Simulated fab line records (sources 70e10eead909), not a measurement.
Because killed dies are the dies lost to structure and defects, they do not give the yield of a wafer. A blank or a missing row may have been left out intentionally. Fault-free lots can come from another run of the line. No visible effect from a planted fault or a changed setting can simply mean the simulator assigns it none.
Which tool is to blame?    flow nandHarc    6 lots, 18 wafers sampled, at 5 steps of a route of 1302

## WHAT THE GAUGES SHOWED, per wafer
NHARC_END_SORT_01.
lot    measured    on    killedAtArray

## TOOL THAT RAN EACH LOT (tool first, then ch and the chambers of the sampled wafers, then the start)
lot   NHARC_A_CHANNEL_HOLE_D1_ETCH_44    NHARC_A_CHANNEL_FILL_D1_ALD_02   NHARC_A_CHANNEL_FILL_D1_ALD_16   NHARC_A_DECK1_JOINT_ETCHBACK_07
L967  rieDiel-07 ch 0,1,3, day 9 13:41   aldHk-03 ch 1,3, day 9 14:56     aldHk-04 ch 0,1,2, day 10 02:50  rieSi-02 ch 1,2,3, day 11 16:14
L971  rieDiel-07 ch 1,2,3, day 11 14:49  aldHk-03 ch 0,1,2, day 11 15:58  aldHk-04 ch 1,2,3, day 12 04:12  rieSi-02 ch 0,1,3, day 13 15:59
L974  rieDiel-07 ch 0,2, day 12 07:51    aldHk-02 ch 0,3, day 12 14:55    aldHk-03 ch 1,2,3, day 13 03:07  rieSi-02 ch 0,1,3, day 14 14:53
L981  rieDiel-11 ch 0,3, day 15 12:53    aldHk-03 ch 0,1, day 15 14:04    aldHk-04 ch 2,3, day 16 02:12    rieSi-02 ch 0,1,2, day 17 18:18
L985  rieDiel-11 ch 0,1,2, day 17 09:58  aldHk-02 ch 2,3, day 17 11:12    aldHk-03 ch 1,2,3, day 17 23:31  rieSi-03 ch 0,3, day 19 11:16
L988  rieDiel-07 ch 1,3, day 18 06:06    aldHk-03 ch 0,2, day 18 07:20    aldHk-03 ch 0,1,2, day 18 19:31  rieSi-05 ch 2,3, day 20 06:27
- NHARC_A_CHANNEL_HOLE_D1_ETCH_44: etches the open film in CF4/O2, target depth 140 nm, overetch 14 nm, time 77 s.
- NHARC_A_CHANNEL_FILL_D1_ALD_02: deposits SiO2, target thk 6 nm, pulse time 10 s, ald cycles 60.
- NHARC_A_CHANNEL_FILL_D1_ALD_16: deposits SiO2, target thk 1.5 nm, pulse time 10 s, ald cycles 15.
- NHARC_A_DECK1_JOINT_ETCHBACK_07: etches the open film in HBr, target depth 105 nm, time 26.9 s.

## THE ANSWER, worked out from the rows above alone
Rule: the lots themselves supply what counts as usual. Put in order of their means at a reading, lots are off if they are a third of the lots or fewer, leave a main group of 4 or more, and stand apart from it by a gap of 3 or more times the standard deviation of the main group's means; of several such gaps the widest counts. The tables above print the reading to a certain number of digits; a main group whose means all agree to those digits is not used. A lot without any number at a reading at which 4 lots or more have one is off too. All remaining lots with rows at the step are treated as sound.
None of the lots is off at any reading shown; this tells nothing.

## WHAT THE SIMULATOR HAD PUT IN
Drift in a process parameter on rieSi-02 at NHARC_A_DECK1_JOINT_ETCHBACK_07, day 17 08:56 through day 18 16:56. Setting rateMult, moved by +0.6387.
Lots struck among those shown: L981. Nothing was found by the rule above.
